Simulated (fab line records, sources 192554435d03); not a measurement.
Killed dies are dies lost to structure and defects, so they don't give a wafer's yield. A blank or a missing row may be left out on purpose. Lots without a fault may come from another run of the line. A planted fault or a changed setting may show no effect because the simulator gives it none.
fab line records | flow n5_finfet
record lots=7 wafers=39
route steps=1938 shown ZERO_LAYER@16 FIN_SAQP@110 HKMG_FIN@419 BEOL_M2@901 BEOL_M3@993 BEOL_M5@1116 BEOL_M6@1260 BEOL_M9@1467 BEOL_M12@1649
start_h: hours from the record's first day to the start of the lot's first wafer shown | wait_h: hours since the lot's step before | " the same as in the row above | L1.1+2: a row that stands for several wafers | - no value, or no start given | * or withheld: withheld | < > ~ a bound
route shown NAME@n: a module of which the file shows steps, and the number in the route of the first | usual: mean/standard deviation of fault-free wafers | same: alike in all rows | chamber/n: place in a boat | sites: the reading at each site | _std_site: their standard deviation | _edge_site: outer sites' mean less inner sites' | radius_mm: how far each site lies from the wafer's centre | mask NAME#n: copy n | behind: the tool/chamber that last shaped the wafer | hold: why the lot was held/for how many hours/how that ended | device: the transistor (n, p or np) that didn't switch | end of line: the same wafers' tests at the end of the route | a step without rows: its recipe alone | killed: dies lost to structure and defects at the first sort, not the wafer's yield | map: a wafer's dies, x killed, . not, _ none there
set.NAME: the setting as run; set.NAME@STEP: as run at that earlier step | model.NAME: the simulator's own value behind a step, which no gauge read
lots whose settings were changed on purpose; a table a step, a row a wafer
## steps
# step N5_ZERO_LAYER_ETCH_18
# recipe chemistry=HBr/Cl2 target=Si target_depth_a=1200 time_s=40 pressure_mtorr=10 icp_w=800 bias_w=75 HBr_flow_sccm=150 Cl2_flow_sccm=80
# columns lot.wafer tool chamber start_h wait_h set.target_depth_a model.ZERO_LAYER.feature_depth_nm model.etch.depth_nm model.coat_of_ZERO_LAYER_COAT_05.thk_nm
L075.1 rie_si-04 3 18.91 0.0 1200 120 120 933.6
L075.2 " 0 " " 1200 120.4 120.4 934.1
L075.3 " 2 " " 1200 121 121 932.2
L075.4 " 1 " " 1200 120.3 120.3 932.7
L075.5 " 2 " " 1200 120.5 120.5 932.5
L075.6 " 1 " " 1200 120.9 120.9 931.7
L076.1 rie_si-05 0 24.92 0.0 1200 123 123 935.4
L076.2 " 2 " " 1200 122.8 122.8 933.9
L076.3 " 3 " " 1200 120.2 120.2 933.9
L076.4 " 1 " " 1200 120.2 120.2 935.8
L076.5 " 2 " " 1200 121.6 121.6 936.4
L076.6 " 1 " " 1200 121 121 936.7
L080.1 rie_si-04 0 48.91 0.0 1200 121.7 121.7 927.3
L080.2 " 3 " " 1704 173.8 173.8 911.9
L080.3 " 1 " " 1704 170.8 170.8 910.5
L080.4 " 2 " " 1200 119.8 119.8 929.9
L080.5 " 1 " " 1200 120.8 120.8 925.5
L080.6 " 0 " " 1704 173.2 173.2 910.2
L088.1 rie_si-03 1 96.87 0.0 1200 118.6 118.6 929
L088.2 " 0 " " 1486 150.1 150.1 921
L088.3 " 3 " " 1486 146.3 146.3 921.6
L088.4 " 2 " " 1486 145.6 145.6 922.6
L088.5 " 3 " " 1200 119 119 931.9
L088.6 " 2 " " 1200 116.9 116.9 932.1
L090.1 rie_si-05 3 108.91 0.0 1200 120 120 933.5
L090.2 " 1 " " 1575 159.3 159.3 917.9
L090.3 " 2 " " 1200 122.2 122.2 932.2
L090.4 " 0 " " 1200 123 123 933.4
L090.5 " 2 " " 1575 158.8 158.8 920
L090.6 " 3 " " 1575 157.2 157.2 922.5
L091.1 rie_si-04 2 114.80 0.0 1200 119.6 119.6 929.9
L091.2 " 0 " " 1200 120.5 120.5 928.8
L091.3 " 3 " " 768.7 78.23 78.23 944.5
L091.4 " 1 " " 1200 121 121 934.6
L091.5 " 3 " " 768.7 77.72 77.72 947.2
L091.6 " 0 " " 768.7 77.46 77.46 943.8
L094.1 rie_si-05 0 132.91 0.0 1200 123.7 123.7 928.4
L094.3 " 1 " " 1200 121.3 121.3 931.5
L094.6 " 0 " " 1200 124 124 928.4
# step N5_ZERO_LAYER_STRIP_24
# recipe chemistry=O2 power_w=1000 temp_c=250 overash_fraction=0.3 pressure_mtorr=1000 o2_flow_sccm=6750
# usual strip_time_to_endpoint_s=43.87/0.087
# columns lot.wafer tool chamber start_h wait_h set.target_depth_a@ZERO_LAYER_ETCH_18 strip_time_to_endpoint_s
L075.1 plasma_asher-01 1 19.02 0.1 1200 43.95
L075.2 " 0 " " 1200 43.95
L075.3 " 1 " " 1200 43.92
L075.4 " 0 " " 1200 43.92
L075.5 " 0 " " 1200 43.93
L075.6 " 1 " " 1200 43.88
L076.1 plasma_asher-01 0 25.02 0.1 1200 44.00
L076.2 " 1 " " 1200 43.94
L076.3 " 0 " " 1200 43.95
L076.4 " 1 " " 1200 44.02
L076.5 " 1 " " 1200 44.02
L076.6 " 0 " " 1200 44.04
L080.1 plasma_asher-01 1 49.02 0.1 1200 43.75
L080.2 " 0 " " 1704 43.29
L080.3 " 1 " " 1704 43.25
L080.4 " 0 " " 1200 43.84
L080.5 " 0 " " 1200 43.70
L080.6 " 1 " " 1704 43.25
L088.1 plasma_asher-01 1 96.97 0.1 1200 43.80
L088.2 " 0 " " 1486 43.56
L088.3 " 1 " " 1486 43.59
L088.4 " 0 " " 1486 43.61
L088.5 " 1 " " 1200 43.88
L088.6 " 0 " " 1200 43.90
L090.1 plasma_asher-02 1 109.06 0.1 1200 43.95
L090.2 " 0 " " 1575 43.48
L090.3 " 0 " " 1200 43.91
L090.4 " 1 " " 1200 43.96
L090.5 " 1 " " 1575 43.53
L090.6 " 0 " " 1575 43.61
L091.1 plasma_asher-01 0 114.91 0.1 1200 43.83
L091.2 " 1 " " 1200 43.78
L091.3 " 1 " " 768.7 44.27
L091.4 " 0 " " 1200 43.97
L091.5 " 1 " " 768.7 44.33
L091.6 " 0 " " 768.7 44.24
L094.1 plasma_asher-01 1 133.28 0.3 1200 43.78
L094.3 " 0 " " 1200 43.87
L094.6 " 1 " " 1200 43.79
# step N5_FIN_SAQP_DEVELOP_15
# recipe develop_time_s=30 developer=TMAH resist=CAR-ArF dev_temp_c=23 rinse_liquid=diw dry=air_spin
# columns lot.wafer tool chamber start_h wait_h set.develop_time_s
L075.1+2+3+4+5+6 litho_track-01 0 - - 30
L076.1+2+3 litho_track-01 0 - - 35.42
L076.4+5+6 " 0 " " 30
L080.1+2+4 litho_track-01 0 - - 30
L080.3+5+6 " 0 " " 37.42
L088.1+2+3+4+5+6 litho_track-02 0 - - 30
L090.1+4+6 litho_track-01 0 - - 25.42
L090.2+3+5 " 0 " " 30
L091.1+2+5 litho_track-05 0 - - 30
L091.3+4+6 " 0 " " 12.31
L094.1+3+6 litho_track-05 0 - - 30
# step N5_FIN_SAQP_CD_MEAS_16
# recipe target_cd_nm=35.6 landing_energy_ev=500 detector=se_inlens
# usual cd_nm=35.45/0.3
# columns lot.wafer tool chamber start_h wait_h set.develop_time_s@FIN_SAQP_DEVELOP_15 cd_nm
L075.1 cd_sem-03 0 27.70 - 30 35.43
L075.2 " 0 " " 30 35.46
L075.3 " 0 " " 30 35.05
L075.4 " 0 " " 30 35.57
L075.5 " 0 " " 30 35.63
L075.6 " 0 " " 30 35.25
L076.1 cd_sem-03 0 34.34 - 35.42 34.83
L076.2 " 0 " " 35.42 34.64
L076.3 " 0 " " 35.42 34.70
L076.4 " 0 " " 30 35.19
L076.5 " 0 " " 30 34.90
L076.6 " 0 " " 30 35.78
L080.1 cd_sem-03 0 59.04 - 30 35.12
L080.2 " 0 " " 30 35.69
L080.3 " 0 " " 37.42 35.01
L080.4 " 0 " " 30 35.35
L080.5 " 0 " " 37.42 35.08
L080.6 " 0 " " 37.42 34.63
L088.1 cd_sem-01 0 105.51 - 30 35.58
L088.2 " 0 " " 30 35.40
L088.3 " 0 " " 30 35.13
L088.4 " 0 " " 30 34.90
L088.5 " 0 " " 30 35.45
L088.6 " 0 " " 30 34.81
L090.1 cd_sem-01 0 119.03 - 25.42 35.51
L090.2 " 0 " " 30 35.43
L090.3 " 0 " " 30 35.26
L090.4 " 0 " " 25.42 35.73
L090.5 " 0 " " 30 34.89
L090.6 " 0 " " 25.42 35.43
L091.1 cd_sem-01 0 123.69 - 30 35.30
L091.2 " 0 " " 30 35.48
L091.3 " 0 " " 12.31 37.30
L091.4 " 0 " " 12.31 37.40
L091.5 " 0 " " 30 35.81
L091.6 " 0 " " 12.31 37.31
L094.1 cd_sem-01 0 142.41 - 30 34.91
L094.3 " 0 " " 30 35.56
L094.6 " 0 " " 30 35.36
# step N5_HKMG_FIN_ALD_36
# recipe material=TiN target_thk_a=10 temp_c=400 ald_precursor_family=TiCl4 ald_co_reactant=NH3 pulse_time_s=1 purge_time_s=3 co_reactant_purge_time_s=2 co_reactant_pulse_time_s=2 ald_cycles=47 pressure_torr=3
# columns lot.wafer tool chamber start_h wait_h set.ald_cycles model.TiN_of_HKMG_FIN_ALD_36.thk_nm
L075.1+3+4 ald_metal-02 1,3,0 80.23 0.0 37 0.8
L075.2+5+6 " 2,1,0 " " 47 1
L076.1+2+4 ald_metal-03 2,3,1 87.21 0.0 67 1.4
L076.3+5+6 " 0,0,1 " " 47 1
L080.1+4+6 ald_metal-01 2,3,3 111.27 0.0 47 1
L080.2+3+5 " 1,0,0 " " 24 0.6
L088.1+3+6 ald_metal-02 0,2,2 159.05 0.0 29 0.6
L088.2+4+5 " 1,3,3 " " 47 1
L090.1+3+6 ald_metal-03 2,1,3 169.56 0.0 71 1.6
L090.2+4+5 " 0,3,0 " " 47 1
L091.1+3+4 ald_metal-03 0,3,2 174.94 0.0 47 1
L091.2+5+6 " 1,2,3 " " 34 0.8
L094.1+3+6 ald_metal-02 3,1,2 192.99 0.0 47 1
# step N5_BEOL_M2_ALD_84
# recipe material=TaN target_thk_a=* temp_c=275 ald_precursor_family=PDMAT ald_co_reactant=NH3 pressure_torr=3 carrier_flow_sccm=1500 pulse_time_s=2 purge_time_s=3 co_reactant_purge_time_s=2 co_reactant_pulse_time_s=3 ald_cycles=30 precursor_vessel_temp_c=75 precursor_vessel_pressure_torr=26.25 precursor_vessel_carrier_sccm=1000
# columns lot.wafer tool chamber start_h wait_h set.ald_cycles model.TaN_of_BEOL_M2_ALD_84.thk_nm
L075.1+3+6 ald_metal-01 2,0,0 142.50 0.0 30 *
L075.2+4+5 " 3,1,3 " " 30 *
L076.1+5+6 ald_metal-02 3,1,2 148.92 0.0 30 *
L076.2+3+4 " 1,2,0 " " 43 *
L080.1+2+3+4+5 ald_metal-03 1,3,0,2,0 183.58 0.0 30 *
L080.6 " 3 " " 30 *
L088.1+2+3 ald_metal-01 0,2,1 222.26 0.1 23 *
L088.4+5 " 3,0 " " 30 *
L088.6 " 3 " " 30 *
L090.1+2+3+4+5+6 ald_metal-03 1,3,0,2,2,3 243.43 0.0 30 *
L091.1+3+6 ald_metal-02 3,1,2 246.51 0.1 36 *
L091.2+5 " 2,3 " " 30 *
L091.4 " 0 " " 30 *
L094.1 ald_metal-01 0 259.99 0.0 30 *
L094.3+6 " 3 " " 30 *
# step N5_BEOL_M3_CVD_47
# recipe material=Co target_thk_a=30 temp_c=withheld precursor=CCTBA/H2 pressure_torr=30 time_s=223.8
# columns lot.wafer tool chamber start_h wait_h set.target_thk_a model.Co_of_BEOL_M3_CVD_47.thk_nm
L075.1+5+6 cvd_co-01 0,0,1 155.46 0.0 30 3
L075.2+3+4 " 1,2,2 " " 44.95 4.6
L076.1 cvd_co-02 2 159.86 0.0 14.25 1.6
L076.2 " 1 " " 14.25 1.2
L076.3 " 0 " " 14.25 1.4
L076.4+6 " 1,0 " " 30 3
L076.5 " 2 " " 30 3.2
L080.1+2+5 cvd_co-02 0,2,2 198.61 0.1 30 3
L080.3+4 " 1,0 " " 45.25 4.4
L080.6 " 1 " " 45.25 4.2
L088.1+3+5 cvd_co-02 2,0,0 240.06 0.2 40.21 4.2
L088.2 " 1 " " 30 3
L088.4+6 " 2,1 " " 30 3.2
L090.1 cvd_co-02 0 253.04 0.1 30 2.8
L090.2+5 " 1,2 " " 30 3
L090.3+6 " 2,1 " " 35.57 3.6
L090.4 " 0 " " 35.57 3.4
L091.1 cvd_co-01 0 260.33 0.2 23.71 2.2
L091.2 " 1 " " 23.71 2.6
L091.3 " 2 " " 23.71 2.4
L091.4+5+6 " 1,2,0 " " 30 3
L094.1+3 cvd_co-02 1,2 290.49 0.0 30 3
L094.6 " 2 " " 30 3.2
# step N5_BEOL_M5_HM_DEP_02
# recipe material=TiN target_thk_a=200 temp_c=25 chamber_pressure_pa=0.49996
# columns lot.wafer tool chamber start_h wait_h set.target_thk_a model.TiN_of_BEOL_M5_HM_DEP_02.thk_nm
L075.1+5 pvd_sputter-01 - 179.66 1.3 274.4 27.4
L075.2+6 " - " " 200 19.8
L075.3 " - " " 274.4 27.2
L075.4 " - " " 200 20
L076.1+4 pvd_sputter-03 - 183.56 0.3 200 20
L076.2 " - " " 119.8 12
L076.3 " - " " 200 19.8
L076.5 " - " " 119.8 12.4
L076.6 " - " " 119.8 11.8
L080.1+3+5 pvd_sputter-01 - 216.62 0.6 276.2 27.4
L080.2+4+6 " - " " 200 19.8
L088.1+5 pvd_sputter-03 - 258.65 0.7 126.4 12.8
L088.2 " - " " 126.4 13
L088.3+6 " - " " 200 20
L088.4 " - " " 200 19.8
L090.1+3+4+5 pvd_sputter-01 - 271.82 1.1 200 20
L090.2 " - " " 200 19.8
L090.6 " - " " 200 20.2
L091.1 pvd_sputter-03 - 275.20 0.2 200 19.8
L091.2+5 " - " " 200 19.6
L091.3+6 " - " " 155.5 15.4
L091.4 " - " " 155.5 15.6
L094.1+6 pvd_sputter-03 - 305.44 1.5 200 19.8
L094.3 " - " " 200 19.6
# step N5_BEOL_M5_COAT_59
# recipe resist=SOC temp_c=250 time_s=60 spin_rpm=1500 resist_thk_nm=60
# step N5_BEOL_M5_COAT_60
# recipe resist=SiARC temp_c=220 time_s=60 spin_rpm=1500 resist_thk_nm=12
# step N5_BEOL_M5_STRIP_73
# recipe chemistry=N2/H2 temp_c=40 n2_flow_sccm=200 h2_flow_sccm=200 rf_frequency_hz=6e+07
# step N5_BEOL_M5_STRIP_64
# recipe chemistry=CF4 resist=SiARC power_w=300 bias_power_w=75 pressure_mtorr=50 cf4_flow_sccm=150 rf_frequency_hz=6e+07
# step N5_BEOL_M5_HM_OPEN_17
# recipe chemistry=Cl2/BCl3 target_depth_a=200 overetch_a=60 target=TiN mask_material=SOC ion_energy_ev=150 pressure_mtorr=10 icp_w=1000 bias_w=126 Cl2_flow_sccm=53.25 bcl3_flow_sccm=21.75 Ar_flow_sccm=25
# columns lot.wafer tool chamber start_h wait_h set.target_thk_a@BEOL_M5_HM_DEP_02 model.etch.depth_nm
L075.1 rie_metal-01 0 180.42 0.0 274.4 27.4
L075.2 " 1 " " 200 19.9
L075.3 " 0 " " 274.4 27.25
L075.4 " 1 " " 200 19.94
L075.5 " 0 " " 274.4 27.3
L075.6 " 1 " " 200 19.86
L076.1 rie_metal-03 1 184.44 0.0 200 19.99
L076.2 " 0 " " 119.8 12
L076.3 " 0 " " 200 19.87
L076.4 " 1 " " 200 20.05
L076.5 " 1 " " 119.8 12.3
L076.6 " 0 " " 119.8 11.75
L080.1 rie_metal-02 1 217.62 0.0 276.2 26.21
L080.2 " 0 " " 200 19.9
L080.3 " 0 " " 276.2 25.81
L080.4 " 1 " " 200 19.82
L080.5 " 1 " " 276.2 26.23
L080.6 " 0 " " 200 19.8
L088.1 rie_metal-02 0 259.77 0.0 126.4 12.85
L088.2 " 1 " " 126.4 12.98
L088.3 " 1 " " 200 19.93
L088.4 " 0 " " 200 19.83
L088.5 " 0 " " 126.4 12.82
L088.6 " 1 " " 200 19.9
L090.1 rie_metal-01 0 272.90 0.0 200 19.98
L090.2 " 1 " " 200 19.88
L090.3 " 0 " " 200 20
L090.4 " 1 " " 200 19.92
L090.5 " 0 " " 200 19.91
L090.6 " 1 " " 200 20.11
L091.1 rie_metal-03 0 276.08 0.0 200 19.73
L091.2 " 1 " " 200 19.59
L091.3 " 1 " " 155.5 15.39
L091.4 " 0 " " 155.5 15.54
L091.5 " 1 " " 200 19.69
L091.6 " 0 " " 155.5 15.5
L094.1 rie_metal-03 0 306.33 0.0 200 19.9
L094.3 " 0 " " 200 19.6
L094.6 " 0 " " 200 19.77
# step N5_BEOL_M6_DEP_56
# recipe material=SiCN target_thk_a=100 temp_c=withheld precursor=3MS/NH3 pressure_torr=3 rf_w=202 time_s=17.5
# columns lot.wafer tool chamber start_h wait_h set.target_thk_a model.SiCN_of_BEOL_M6_DEP_56.thk_nm
L075.1 pecvd-01 1 197.41 0.0 100 10
L075.2+4 " 2,1 " " 100 10.2
L075.3 " 0 " " 72.25 7.2
L075.5 " 0 " " 72.25 7.4
L075.6 " 2 " " 72.25 7.6
L076.1+3 pecvd-02 1,0 202.94 0.0 100 10
L076.2 " 2 " " 100 9.8
L076.4+5+6 " 2,0,1 " " 100 10.2
L080.1+5 pecvd-02 2 242.73 0.0 100 9.8
L080.2+3 " 0,1 " " 124.1 12.4
L080.4 " 0 " " 124.1 12.6
L080.6 " 1 " " 100 10
L088.1+3 pecvd-03 0,2 280.00 0.0 100 10
L088.2 " 1 " " 152.7 15.2
L088.4+5 " 2,0 " " 152.7 15.6
L088.6 " 1 " " 100 10.2
L090.1+4 pecvd-03 2,0 290.26 0.0 80.05 8
L090.2+5 " 0,2 " " 100 10
L090.3 " 1 " " 100 9.8
L090.6 " 1 " " 80.05 8.2
L091.1+2+3 pecvd-03 1,2,0 294.17 0.0 100 9.8
L091.4+6 " 1,0 " " 100 10
L091.5 " 2 " " 100 10.2
L094.1+6 pecvd-01 1,0 327.38 0.0 100 9.8
L094.3 " 0 " " 100 9.6
# step N5_BEOL_M9_DEP_56
# recipe material=SiCN target_thk_a=150 temp_c=withheld precursor=3MS/NH3 pressure_torr=3 rf_w=202 time_s=26.5
# columns lot.wafer tool chamber start_h wait_h set.time_s model.SiCN_of_BEOL_M9_DEP_56.thk_nm
L075.1+4+5 pecvd-04 1,0,1 218.12 0.0 26.5 15.6
L075.2 " 0 " " 26.5 15.2
L075.3 " 1 " " 26.5 15.8
L075.6 " 0 " " 26.5 15.4
L076.1 pecvd-04 0 230.31 0.0 26.5 15
L076.2 " 1 " " 31.95 18.4
L076.3+6 " 0 " " 31.95 18.6
L076.4+5 " 1 " " 26.5 15.4
L080.1 pecvd-03 2 268.27 0.0 26.5 15
L080.2+3 " 1,0 " " 26.5 15.2
L080.4+5 " 2,0 " " 26.5 15.4
L080.6 " 1 " " 26.5 15.6
L088.1+2+4 pecvd-04 0,2,1 302.43 0.0 26.5 15
L088.3+6 " 1,0 " " 18.69 10.6
L088.5 " 2 " " 18.69 11
L090.1 pecvd-04 1 316.86 0.0 12.41 7.6
L090.2 " 2 " " 26.5 15.2
L090.3 " 0 " " 26.5 15
L090.4 " 2 " " 26.5 15.4
L090.5 " 1 " " 12.41 7.8
L090.6 " 0 " " 12.41 7.2
L091.1 pecvd-04 1 320.90 0.0 31.98 18.4
L091.2 " 2 " " 26.5 15.2
L091.3 " 0 " " 26.5 15
L091.4 " 1 " " 26.5 15.6
L091.5 " 0 " " 31.98 18.2
L091.6 " 2 " " 31.98 18.6
L094.1+6 pecvd-04 1,0 353.91 0.0 26.5 15.2
L094.3 " 0 " " 26.5 15
# step N5_BEOL_M12_SPUTTER_44
# recipe material=Ta target_thk_a=100 temp_c=50 bias_v=80 power_w=15000 chamber_pressure_pa=0.07 time_s=16.13
# columns lot.wafer tool chamber start_h wait_h set.time_s model.Ta_of_BEOL_M12_SPUTTER_44.thk_nm
L075.1+2+5 pvd_sputter-01 - 243.18 0.0 16.13 10
L075.3+6 " - " " 9.466 5.8
L075.4 " - " " 9.466 5.6
L076.1+5 pvd_sputter-02 - 249.79 0.0 25.4 15.6
L076.2+6 " - " " 16.13 9.8
L076.3 " - " " 25.4 15.8
L076.4 " - " " 16.13 10
L080.1+2+6 pvd_sputter-02 - 290.20 0.0 16.13 10
L080.3+4+5 " - " " 18.63 11.6
L088.1+4+5 pvd_sputter-02 - 325.15 0.0 7.549 4.6
L088.2 " - " " 16.13 9.8
L088.3 " - " " 16.13 10.2
L088.6 " - " " 16.13 10
L090.1+2+4 pvd_sputter-03 - 341.72 0.0 12.59 7.6
L090.3+5 " - " " 16.13 9.8
L090.6 " - " " 16.13 10
L091.1+4+6 pvd_sputter-01 - 341.95 0.0 16.13 10
L091.2+3+5 " - " " 19.23 12
L094.1+6 pvd_sputter-02 - 377.68 0.0 16.13 10
L094.3 " - " " 16.13 10.2
# step N5_BEOL_M12_SPUTTER_45
# recipe material=Cu target_thk_a=800 temp_c=-20 bias_v=60 power_w=26000 chamber_pressure_pa=0.13 time_s=13.33
# step N5_BEOL_M12_ECD_47
# recipe material=Cu target_thk_a=7200
# step N5_BEOL_M12_ANNEAL_48
# recipe temp_c=225 time_s=90 ambient=N2
# step N5_BEOL_M12_CMP_49
# recipe stop_on=SiOC t_overpolish_s=20.6 down_force_psi=1 platen_rpm=50 clearing_platen_down_force_psi=1.5 clearing_platen_rpm=50 post_cmp_clean=cu_alkaline target_thk_nm=320 clearing_platen_pad_velocity_m_s=0.99484 pad_velocity_m_s=0.99484
# usual barrier_field_endpoint_s=30.3/0.75
# columns lot.wafer tool chamber start_h wait_h set.time_s@BEOL_M12_SPUTTER_44 barrier_field_endpoint_s
L075.2 cmp-01 1 243.94 0.2 16.13 30.4
L075.4 " 2 " " 9.466 25.1
L075.3 " 3 " " 9.466 24.4
L075.1 " 0 " " 16.13 30.3
L075.6 " 1 " " 9.466 25.5
L075.5 " 2 " " 16.13 30.0
L076.4 cmp-03 1 250.50 0.1 16.13 30.2
L076.3 " 2 " " 25.4 37.2
L076.2 " 3 " " 16.13 30.8
L076.1 " 0 " " 25.4 37.1
L076.5 " 1 " " 25.4 37.0
L076.6 " 2 " " 16.13 29.9
L080.1 cmp-01 3 290.97 0.3 16.13 29.6
L080.4 " 0 " " 18.63 32.6
L080.3 " 1 " " 18.63 32.0
L080.2 " 2 " " 16.13 30.7
L080.6 " 3 " " 16.13 30.4
L080.5 " 0 " " 18.63 32.6
L088.3 cmp-02 0 325.78 0.2 16.13 30.9
L088.1 " 1 " " 7.549 24.2
L088.4 " 2 " " 7.549 22.9
L088.2 " 3 " " 16.13 28.5
L088.5 " 0 " " 7.549 23.1
L088.6 " 1 " " 16.13 29.8
L090.2 cmp-01 2 342.45 0.3 12.59 27.8
L090.4 " 3 " " 12.59 27.7
L090.3 " 0 " " 16.13 29.7
L090.1 " 1 " " 12.59 27.1
L090.5 " 2 " " 16.13 29.7
L090.6 " 3 " " 16.13 29.3
L091.4 cmp-02 3 343.35 0.1 16.13 29.8
L091.3 " 0 " " 19.23 33.6
L091.2 " 1 " " 19.23 32.9
L091.1 " 2 " " 16.13 30.1
L091.5 " 3 " " 19.23 32.3
L091.6 " 0 " " 16.13 29.7
L094.1 cmp-01 3 378.47 0.3 16.13 30.2
L094.3 " 2 " " 16.13 30.7
L094.6 " 0 " " 16.13 31.0
## key
split step=N5_ZERO_LAYER_ETCH_18 setting=target_depth_a stated=1200 by=wafer
response step=N5_ZERO_LAYER_ETCH_18 reading=model.ZERO_LAYER.feature_depth_nm change=+1.21 per=1% r=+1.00
response step=N5_ZERO_LAYER_ETCH_18 reading=model.etch.depth_nm change=+1.21 per=1% r=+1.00
response step=N5_ZERO_LAYER_ETCH_18 reading=model.coat_of_ZERO_LAYER_COAT_05.thk_nm change=-0.398 per=1% r=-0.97
response step=N5_ZERO_LAYER_STRIP_24 reading=strip_time_to_endpoint_s change=* per=1% r=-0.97
split step=N5_FIN_SAQP_DEVELOP_15 setting=develop_time_s stated=30 by=wafer
response step=N5_FIN_SAQP_CD_MEAS_16 reading=cd_nm change=-0.0289 per=1% r=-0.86
split step=N5_HKMG_FIN_ALD_36 setting=ald_cycles stated=47 by=wafer
response step=N5_HKMG_FIN_ALD_36 reading=model.TiN_of_HKMG_FIN_ALD_36.thk_nm change=+0.00972 per=1% r=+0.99
split step=N5_BEOL_M2_ALD_84 setting=ald_cycles stated=30 by=wafer
response step=N5_BEOL_M2_ALD_84 reading=model.TaN_of_BEOL_M2_ALD_84.thk_nm change=* per=1% r=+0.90
split step=N5_BEOL_M3_CVD_47 setting=target_thk_a stated=30 by=wafer
response step=N5_BEOL_M3_CVD_47 reading=model.Co_of_BEOL_M3_CVD_47.thk_nm change=+0.0302 per=1% r=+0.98
split step=N5_BEOL_M5_HM_DEP_02 setting=target_thk_a stated=200 by=wafer
response step=N5_BEOL_M5_HM_DEP_02 reading=model.TiN_of_BEOL_M5_HM_DEP_02.thk_nm change=+0.196 per=1% r=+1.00
response step=N5_BEOL_M5_HM_OPEN_17 reading=model.etch.depth_nm change=+0.188 per=1% r=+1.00
split step=N5_BEOL_M6_DEP_56 setting=target_thk_a stated=100 by=wafer
response step=N5_BEOL_M6_DEP_56 reading=model.SiCN_of_BEOL_M6_DEP_56.thk_nm change=+0.102 per=1% r=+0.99
split step=N5_BEOL_M9_DEP_56 setting=time_s stated=26.5 by=wafer
response step=N5_BEOL_M9_DEP_56 reading=model.SiCN_of_BEOL_M9_DEP_56.thk_nm change=+0.146 per=1% r=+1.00
split step=N5_BEOL_M12_SPUTTER_44 setting=time_s stated=16.13 by=wafer
response step=N5_BEOL_M12_SPUTTER_44 reading=model.Ta_of_BEOL_M12_SPUTTER_44.thk_nm change=+0.102 per=1% r=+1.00
response step=N5_BEOL_M12_CMP_49 reading=barrier_field_endpoint_s change=+0.121 per=1% r=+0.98
